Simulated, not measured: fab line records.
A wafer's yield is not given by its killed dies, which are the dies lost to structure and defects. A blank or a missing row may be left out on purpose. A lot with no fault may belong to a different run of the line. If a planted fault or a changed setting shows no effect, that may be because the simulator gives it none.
Matching of chambers    flow n5_finfet    N5_SDB_HM_DEP_00 on pecvd-04 has 3 sister chambers
The step deposits SiNx from SiH4/NH3/N2, target thk 40 nm, time 35.3 s. 14 wafers are shown with their chamber, then 7 later ones without.

== EACH WAFER AND ITS CHAMBER ==
wafer   chamber  showerhead_plenum_p_Torr (Torr)  throttle_valve_pct (%)  heater_power_w (W)
L075.1  1        5.20                             40.8                    804
L075.3  2        5.06                             37.3                    838
L075.6  1        5.20                             40.7                    794
L078.2  2        5.06                             37.4                    935
L078.3  1        5.20                             40.8                    777
L078.5  2        5.06                             37.7                    951
L083.1  2        5.05                             37.7                    926
L083.3  0        5.19                             40.2                    785
L083.6  1        5.21                             40.8                    818
L084.1  1        5.21                             40.7                    819
L084.5  2        5.06                             37.9                    841
L084.6  1        5.22                             40.8                    810
L088.1  1        5.20                             40.7                    821
L088.2  0        5.19                             40.2                    731

SIGNATURES, as means of the wafers listed above
reading                   chamber 0  chamber 1  chamber 2  scatter within a chamber
showerhead_plenum_p_Torr  5.1900     5.2057     5.0580     0.00641
throttle_valve_pct        40.200     40.757     37.600     0.153
heater_power_w            758.00     806.14     898.20     36.7
Rule: for each reading, subtract the chamber's mean from the wafer's reading, divide by that reading's scatter and square the result; add these up over the readings and take the root, which gives the wafer's distance from the chamber. If the next closest chamber is less than 2 further off than the closest, the wafer can't be placed; otherwise it belongs to the closest. The scatter: take each reading less its chamber's mean, square it, sum over the shown wafers, divide by the number of wafers less the number of chambers, and take the root.

== WAFERS MISSING THEIR CHAMBER ==
wafer   showerhead_plenum_p_Torr (Torr)  throttle_valve_pct (%)  heater_power_w (W)
L088.6  5.06                             37.9                    918
L091.1  5.05                             38.1                    787
L091.3  5.21                             40.8                    809
L091.5  5.06                             37.8                    788
L095.2  5.05                             38.2                    831
L095.3  5.19                             39.9                    848
L095.5  5.21                             39.8                    839

== WHICH CHAMBER EACH ONE RAN IN ==
wafer   from the rows above      in truth
L088.6  2                        2
L091.1  2                        2
L091.3  1                        1
L091.5  2                        2
L095.2  2                        2
L095.3  0                        0
L095.5  can't be placed: 0 or 1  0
Correctly placed: 6 of 7. Can't be placed from these rows: 1 (the true chamber is among the candidates in 1). Placed wrongly: 0.
